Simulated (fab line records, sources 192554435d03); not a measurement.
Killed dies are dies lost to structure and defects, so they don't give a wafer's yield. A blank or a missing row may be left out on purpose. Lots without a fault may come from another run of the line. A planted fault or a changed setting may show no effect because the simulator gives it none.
One fault seen from 2 desks | flow n5_finfet | each desk has only its own numbers; what lay behind them comes last

THE TOOL OWNER'S DESK: pecvd-02
The tool's own readings at N5_BEOL_M10_DEP_56 (deposits SiCN from 3MS/NH3, target thk 15 nm, time 26.5 s): means of the sampled wafers that have a number, for each lot that ran on this tool. A lot is out of limits, marked OUT, if its mean lies more than 4 standard deviations from the usual mean; the brackets give that distance.
Columns: A = showerhead_plenum_p_Torr at N5_BEOL_M10_DEP_56, usual 3.659 Torr; B = showerhead_vpp_V at N5_BEOL_M10_DEP_56, usual 891 V; C = throttle_valve_pct at N5_BEOL_M10_DEP_56, usual 8.9 %
lot  | first seen here | A     | B   | C
L595 | day 11 07:39    | 3.666 | 895 | 8.7
L600 | day 12 05:21    | 3.660 | 897 | 8.8
L603 | day 13 08:09    | 3.660 | 878 | 8.7
L609 | day 15 07:39    | 3.636 | 926 | 9.1
L612 | day 15 12:17    | 3.663 | 891 | 8.8
This desk's finding: nothing out of limits on any of the 5 lots.

THE METROLOGY DESK
What the gauges read, lot by lot, whatever tool the lot ran on: means of the sampled wafers that have a number. A lot is out of limits, marked OUT, if its mean lies more than 4 standard deviations from the usual mean; the brackets give that distance.
Columns: A = M10_THK at N5_BEOL_M10_THK_MEAS_53, usual 136.0 nm; B = M10_RS at N5_BEOL_M10_RS_MEAS_57, usual 0.153 ohm/sq
lot  | first seen here | A     | B
L595 | day 11 07:35    | 135.1 | 0.156
L600 | day 12 05:17    | 134.9 | 0.153
L603 | day 13 08:05    | 136.0 | 0.154
L609 | day 15 07:35    | 134.0 | 0.157
L612 | day 15 12:13    | 138.0 | 0.150
L613 | day 15 17:58    | 137.3 | 0.151
This desk's finding: nothing out of limits on any of the 6 lots.

PUT TOGETHER
The tool owner's desk saw nothing out of limits.
The metrology desk saw nothing out of limits.

WHAT THE SIMULATOR HAD PUT IN
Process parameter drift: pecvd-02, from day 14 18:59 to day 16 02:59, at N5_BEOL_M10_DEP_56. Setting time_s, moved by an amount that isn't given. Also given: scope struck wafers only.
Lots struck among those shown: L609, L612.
